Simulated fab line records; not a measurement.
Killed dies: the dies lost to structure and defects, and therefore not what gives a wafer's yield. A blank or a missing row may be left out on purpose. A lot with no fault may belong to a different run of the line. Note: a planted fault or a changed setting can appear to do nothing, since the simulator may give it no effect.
The tool behind it: which one? :: flow nand-harc :: 14 lots with 42 wafers sampled at 4 steps, on a route of 1159 steps

== WHAT THE GAUGES SHOWED, per wafer ==
NHARC_A_SGD_CUT_INSPECT_11.
lot: L423
measured: day 14 02:40
on: defect-inspect-01
raw-defect-count: 22 26 21

lot: L427
measured: day 14 11:44
on: defect-inspect-02
raw-defect-count: 12 7 16

lot: L426
measured: day 14 11:54
on: defect-inspect-02
raw-defect-count: 21 17 13

lot: L425
measured: day 14 13:14
on: defect-inspect-01
raw-defect-count: 5 5 8

lot: L430
measured: day 15 01:54
on: defect-inspect-01
raw-defect-count: 9 7 8

lot: L429
measured: day 15 14:20
on: defect-inspect-02
raw-defect-count: 29 26 21

lot: L439
measured: day 17 16:49
on: defect-inspect-02
raw-defect-count: 21 25 22

lot: L438
measured: day 17 17:04
on: defect-inspect-01
raw-defect-count: 12 15 14

lot: L442
measured: day 18 05:49
on: defect-inspect-01
raw-defect-count: 30 41 43

lot: L441
measured: day 18 06:05
on: defect-inspect-02
raw-defect-count: 13 13 10

lot: L440
measured: day 18 19:57
on: defect-inspect-01
raw-defect-count: 32 35 32

lot: L443
measured: day 19 09:57
on: defect-inspect-01
raw-defect-count: 11 14 11

lot: L444
measured: day 19 20:15
on: defect-inspect-01
raw-defect-count: 11 8 3

lot: L445
measured: day 19 20:46
on: defect-inspect-02
raw-defect-count: 14 18 18

NHARC_END_SORT_01.
lot: L430
measured: day 21 00:20
on: prober-01
killed-at-array: 675 671 673
killed-at-other: 1 1 0
killed-at-periphery: 1 5 4
killed-dies: 677 677 677
killed-open: 3 7 4
killed-short: 0 0 1

lot: L429
measured: day 21 02:35
on: prober-02
killed-at-array: 673 677 674
killed-at-other: 4 0 1
killed-at-periphery: 0 0 2
killed-dies: 677 677 677
killed-open: 3 3 0
killed-short: 2 2 4

lot: L438
measured: day 23 10:20
on: prober-02
killed-at-array: 29
killed-at-other: 0
killed-at-periphery: 2
killed-dies: 31
killed-open: 5
killed-short: 0

== WHICH TOOL RAN EACH LOT (tool, then ch and the chambers of the sampled wafers, then the start) ==
lot: L423
NHARC_A_SGD_CUT_ETCH_58: rie-diel-07 ch 0,1,2, day 14 02:48
NHARC_A_SGD_CUT_CMP_21: cmp-02 ch 0,1,2, day 14 08:26

lot: L427
NHARC_A_SGD_CUT_ETCH_58: rie-diel-08 ch 2,3, day 14 11:53
NHARC_A_SGD_CUT_CMP_21: cmp-01 ch 0,1, day 14 17:19

lot: L426
NHARC_A_SGD_CUT_ETCH_58: rie-diel-07 ch 1,2,3, day 14 12:04
NHARC_A_SGD_CUT_CMP_21: cmp-02 ch 2,3, day 14 17:17

lot: L425
NHARC_A_SGD_CUT_ETCH_58: rie-diel-13 ch 0,2, day 14 13:23
NHARC_A_SGD_CUT_CMP_21: cmp-04 ch 0,2, day 14 17:27

lot: L430
NHARC_A_SGD_CUT_ETCH_58: rie-diel-07 ch 0,1,2, day 15 02:07
NHARC_A_SGD_CUT_CMP_21: cmp-01 ch 0,3, day 15 07:19

lot: L429
NHARC_A_SGD_CUT_ETCH_58: rie-diel-07 ch 1,2,3, day 15 14:29
NHARC_A_SGD_CUT_CMP_21: cmp-02 ch 1,3, day 15 20:06

lot: L439
NHARC_A_SGD_CUT_ETCH_58: rie-diel-08 ch 1,2,3, day 17 16:58
NHARC_A_SGD_CUT_CMP_21: cmp-01 ch 1,2,3, day 18 01:22

lot: L438
NHARC_A_SGD_CUT_ETCH_58: rie-diel-13 ch 2,3, day 17 17:12
NHARC_A_SGD_CUT_CMP_21: cmp-04 ch 1,2, day 18 01:13

lot: L442
NHARC_A_SGD_CUT_ETCH_58: rie-diel-08 ch 0,1,2, day 18 05:58
NHARC_A_SGD_CUT_CMP_21: cmp-04 ch 1,3, day 18 11:36

lot: L441
NHARC_A_SGD_CUT_ETCH_58: rie-diel-13 ch 0,1, day 18 06:14
NHARC_A_SGD_CUT_CMP_21: cmp-02 ch 0,1, day 18 11:36

lot: L440
NHARC_A_SGD_CUT_ETCH_58: rie-diel-13 ch 0,1,3, day 18 20:06
NHARC_A_SGD_CUT_CMP_21: cmp-04 ch 0,1,3, day 19 02:55

lot: L443
NHARC_A_SGD_CUT_ETCH_58: rie-diel-08 ch 0,1,2, day 19 10:06
NHARC_A_SGD_CUT_CMP_21: cmp-04 ch 0,2, day 19 15:42

lot: L444
NHARC_A_SGD_CUT_ETCH_58: rie-diel-13 ch 0,1, day 19 20:23
NHARC_A_SGD_CUT_CMP_21: cmp-04 ch 0,2, day 20 01:48

lot: L445
NHARC_A_SGD_CUT_ETCH_58: rie-diel-08 ch 0,2, day 19 20:55
NHARC_A_SGD_CUT_CMP_21: cmp-01 ch 0,1,2, day 20 01:52
- NHARC_A_SGD_CUT_ETCH_58: etches the open film in CF4, target depth 39 nm, time 65 s.
- NHARC_A_SGD_CUT_CMP_21: polishes, target thk 148.19 nm.

== AS READ BY THE TOOLS THEMSELVES (means over the sampled wafers that have a number; for cases with no such wafer, the mark the record gives instead) ==
NHARC_A_SGD_CUT_ETCH_58.
lot: L423
tool: rie-diel-07
bias-w (W): 99.9
cf4-flow-sccm (sccm): 150.0
chamber-pressure-mTorr (mTorr): 50.04
drypump-motor-current-A (A): 5.4
oes-product-au (a.u.): 1.000
rf-vpp-V (V): 151.5
showerhead-plenum-p-Torr (Torr): 1.77
throttle-valve-pct (%): 13.292

lot: L427
tool: rie-diel-08
bias-w (W): 100.1
cf4-flow-sccm (sccm): 149.9
chamber-pressure-mTorr (mTorr): 50.00
drypump-motor-current-A (A): 5.0
oes-product-au (a.u.): 0.985
rf-vpp-V (V): 151.1
showerhead-plenum-p-Torr (Torr): 1.72
throttle-valve-pct (%): 13.282

lot: L426
tool: rie-diel-07
bias-w (W): 100.3
cf4-flow-sccm (sccm): 149.7
chamber-pressure-mTorr (mTorr): 49.99
drypump-motor-current-A (A): 5.3
oes-product-au (a.u.): 1.000
rf-vpp-V (V): 151.4
showerhead-plenum-p-Torr (Torr): 1.76
throttle-valve-pct (%): 13.271

lot: L425
tool: rie-diel-13
bias-w (W): 100.1
cf4-flow-sccm (sccm): 149.7
chamber-pressure-mTorr (mTorr): 49.96
drypump-motor-current-A (A): 5.8
oes-product-au (a.u.): 0.991
rf-vpp-V (V): 152.2
showerhead-plenum-p-Torr (Torr): 1.86
throttle-valve-pct (%): 13.276

lot: L430
tool: rie-diel-07
bias-w (W): -
cf4-flow-sccm (sccm): -
chamber-pressure-mTorr (mTorr): -
drypump-motor-current-A (A): -
oes-product-au (a.u.): -
rf-vpp-V (V): -
showerhead-plenum-p-Torr (Torr): -
throttle-valve-pct (%): -

lot: L429
tool: rie-diel-07
bias-w (W): -
cf4-flow-sccm (sccm): -
chamber-pressure-mTorr (mTorr): -
drypump-motor-current-A (A): -
oes-product-au (a.u.): -
rf-vpp-V (V): -
showerhead-plenum-p-Torr (Torr): -
throttle-valve-pct (%): -

lot: L439
tool: rie-diel-08
bias-w (W): 100.0
cf4-flow-sccm (sccm): 150.0
chamber-pressure-mTorr (mTorr): 49.95
drypump-motor-current-A (A): 5.1
oes-product-au (a.u.): 0.994
rf-vpp-V (V): 151.5
showerhead-plenum-p-Torr (Torr): 1.77
throttle-valve-pct (%): 13.283

lot: L438
tool: rie-diel-13
bias-w (W): 99.9
cf4-flow-sccm (sccm): 150.0
chamber-pressure-mTorr (mTorr): 49.98
drypump-motor-current-A (A): 6.1
oes-product-au (a.u.): 1.001
rf-vpp-V (V): 152.4
showerhead-plenum-p-Torr (Torr): 1.87
throttle-valve-pct (%): 13.291

lot: L442
tool: rie-diel-08
bias-w (W): 99.9
cf4-flow-sccm (sccm): 150.0
chamber-pressure-mTorr (mTorr): 50.02
drypump-motor-current-A (A): 5.3
oes-product-au (a.u.): 1.000
rf-vpp-V (V): 152.9
showerhead-plenum-p-Torr (Torr): 1.81
throttle-valve-pct (%): 13.287

lot: L441
tool: rie-diel-13
bias-w (W): 100.0
cf4-flow-sccm (sccm): 149.5
chamber-pressure-mTorr (mTorr): 49.92
drypump-motor-current-A (A): 5.8
oes-product-au (a.u.): 1.009
rf-vpp-V (V): 152.1
showerhead-plenum-p-Torr (Torr): 1.84
throttle-valve-pct (%): 13.284

lot: L440
tool: rie-diel-13
bias-w (W): 100.0
cf4-flow-sccm (sccm): 149.8
chamber-pressure-mTorr (mTorr): 50.00
drypump-motor-current-A (A): 6.0
oes-product-au (a.u.): 0.995
rf-vpp-V (V): 151.6
showerhead-plenum-p-Torr (Torr): 1.85
throttle-valve-pct (%): 13.292

lot: L443
tool: rie-diel-08
bias-w (W): 100.1
cf4-flow-sccm (sccm): 149.9
chamber-pressure-mTorr (mTorr): 49.97
drypump-motor-current-A (A): 5.3
oes-product-au (a.u.): 1.000
rf-vpp-V (V): 151.7
showerhead-plenum-p-Torr (Torr): 1.81
throttle-valve-pct (%): 13.289

lot: L444
tool: rie-diel-13
bias-w (W): 99.9
cf4-flow-sccm (sccm): 150.0
chamber-pressure-mTorr (mTorr): 49.98
drypump-motor-current-A (A): 5.8
oes-product-au (a.u.): 1.006
rf-vpp-V (V): 151.8
showerhead-plenum-p-Torr (Torr): 1.84
throttle-valve-pct (%): 13.285

lot: L445
tool: rie-diel-08
bias-w (W): 100.2
cf4-flow-sccm (sccm): 150.0
chamber-pressure-mTorr (mTorr): 50.00
drypump-motor-current-A (A): 5.1
oes-product-au (a.u.): 1.002
rf-vpp-V (V): 153.3
showerhead-plenum-p-Torr (Torr): 1.81
throttle-valve-pct (%): 13.282

NHARC_A_SGD_CUT_CMP_21.
lot: L423
tool: cmp-02
motor-current-A (A): 11.7
time-to-endpoint-s (s): 51

lot: L427
tool: cmp-01
motor-current-A (A): 13.0
time-to-endpoint-s (s): 51

lot: L426
tool: cmp-02
motor-current-A (A): 12.8
time-to-endpoint-s (s): 48

lot: L425
tool: cmp-04
motor-current-A (A): 11.8
time-to-endpoint-s (s): 54

lot: L430
tool: cmp-01
motor-current-A (A): 12.4
time-to-endpoint-s (s): 53

lot: L429
tool: cmp-02
motor-current-A (A): 12.1
time-to-endpoint-s (s): 48

lot: L439
tool: cmp-01
motor-current-A (A): 11.9
time-to-endpoint-s (s): 46

lot: L438
tool: cmp-04
motor-current-A (A): 12.3
time-to-endpoint-s (s): 52

lot: L442
tool: cmp-04
motor-current-A (A): 11.7
time-to-endpoint-s (s): 47

lot: L441
tool: cmp-02
motor-current-A (A): 11.4
time-to-endpoint-s (s): 46

lot: L440
tool: cmp-04
motor-current-A (A): 12.3
time-to-endpoint-s (s): 51

lot: L443
tool: cmp-04
motor-current-A (A): 12.1
time-to-endpoint-s (s): 53

lot: L444
tool: cmp-04
motor-current-A (A): 11.8
time-to-endpoint-s (s): 55

lot: L445
tool: cmp-01
motor-current-A (A): 12.5
time-to-endpoint-s (s): 46

== THE ANSWER, worked out from the rows above alone ==
Rule: what is usual is taken from the lots themselves. The widest of any qualifying gaps counts: lots, ordered by their means at a reading, are off when they make up no more than a third of the lots, leave a main group of 4 or more, and stand apart from it by 3 or more times the standard deviation of that group's means. A main group whose means are all the same, to the digits that the tables above print for the reading, isn't used. Also off: a lot with no number at a reading for which 4 or more lots have one. The other lots that the step has rows for count as sound. Order of review: gauges by route order, followed by the tools' own readings, for which a lot's mean as printed above is used. The first step at which some lot is off is used, and at that step the reading that is off furthest; a lot without a number counts as furthest.
Off, at NHARC_A_SGD_CUT_ETCH_58 on bias-w: L430, L429. Without a number there: L430, L429. For the main group the mean is 100.0 W and the standard deviation 0.12.
A tool fits if, at that step or a process step before it, it ran every lot that is off, and no sound lot after the first of them. One candidate fits, namely rie-diel-07 at NHARC_A_SGD_CUT_ETCH_58. Its last sound lot is L426 (day 14 12:04), its first lot that is off L430 (day 15 02:07): a fault that began between those two fits.
Blank at NHARC_A_SGD_CUT_ETCH_58 on the lots that are off, where sound lots have numbers: bias-w, cf4-flow-sccm, chamber-pressure-mTorr, drypump-motor-current-A, oes-product-au, rf-vpp-V, showerhead-plenum-p-Torr, throttle-valve-pct.

== WHAT HAD BEEN PUT IN BY THE SIMULATOR ==
Skipped step whole: rie-diel-07, from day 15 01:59 on, at NHARC_A_SGD_CUT_ETCH_58. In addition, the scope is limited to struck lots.
Shown lots that were struck: L430, L429. The rule given above showed the same thing.
